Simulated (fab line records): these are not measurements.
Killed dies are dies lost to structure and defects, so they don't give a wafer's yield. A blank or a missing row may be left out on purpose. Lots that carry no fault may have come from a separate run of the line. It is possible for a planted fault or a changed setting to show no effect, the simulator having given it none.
Chamber matching	flow nand_harc	pecvd-04 running NHARC_A_STAIRCASE_DEP_417: 3 sister chambers
The step deposits Si3N4, target thk 60 nm. 20 wafers are shown with their chamber, then 10 later ones without.

WAFERS WITH THEIR CHAMBER
wafer	chamber	heater_power_w (W)	rf_fwd_power_W (W)
L074.3	0	621	449.9
L074.5	2	724	448.8
L074.6	0	640	448.6
L076.2	0	573	449.5
L076.3	2	858	450.8
L076.6	0	574	449.2
L078.1	1	781	449.4
L078.4	1	779	446.3
L078.6	0	590	447.0
L079.1	1	694	448.9
L079.3	2	849	447.3
L079.5	2	846	448.3
L083.2	2	846	447.3
L083.4	0	626	449.2
L083.5	2	845	447.6
L089.1	1	670	448.5
L089.2	0	544	449.8
L089.5	0	542	448.4
L092.1	1	761	447.6
L092.4	1	754	448.5

SIGNATURES (means of the wafers above)
reading	chamber 0	chamber 1	chamber 2	scatter within a chamber
heater_power_w	588.75	739.83	828.00	44.5
rf_fwd_power_W	448.950	448.200	448.350	1.12
Rule: a wafer's distance from a chamber is the root of the sum, over the readings, of the square of ((its reading less the chamber's mean) divided by the reading's scatter). The wafer belongs to the nearest chamber; if the next one is less than 2 further off, it can't be placed. The scatter is the square root of a quotient: the sum, over the shown wafers, of each reading's squared deviation from its chamber's mean, divided by wafers minus chambers.

WAFERS WITHOUT THEIR CHAMBER
wafer	heater_power_w (W)	rf_fwd_power_W (W)
L092.6	544	451.0
L094.3	788	449.3
L094.4	778	446.9
L094.6	749	448.0
L095.1	729	446.6
L095.4	539	448.7
L095.5	672	445.3
L097.3	644	450.0
L097.4	832	448.3
L097.6	671	449.1

THE CHAMBER EACH PASSED THROUGH
wafer	from the rows above	in truth
L092.6	0	0
L094.3	can't be placed: 2 or 1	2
L094.4	can't be placed: 1 or 2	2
L094.6	can't be placed: 1 or 2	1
L095.1	can't be placed: 1 or 2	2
L095.4	0	0
L095.5	can't be placed: 1 or 0 or 2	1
L097.3	can't be placed: 0 or 1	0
L097.4	can't be placed: 2 or 1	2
L097.6	can't be placed: 1 or 0 or 2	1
2 of 10 placed correctly. Not placeable from these rows: 8 (in 8, the candidates include the true chamber). 0 placed wrongly.
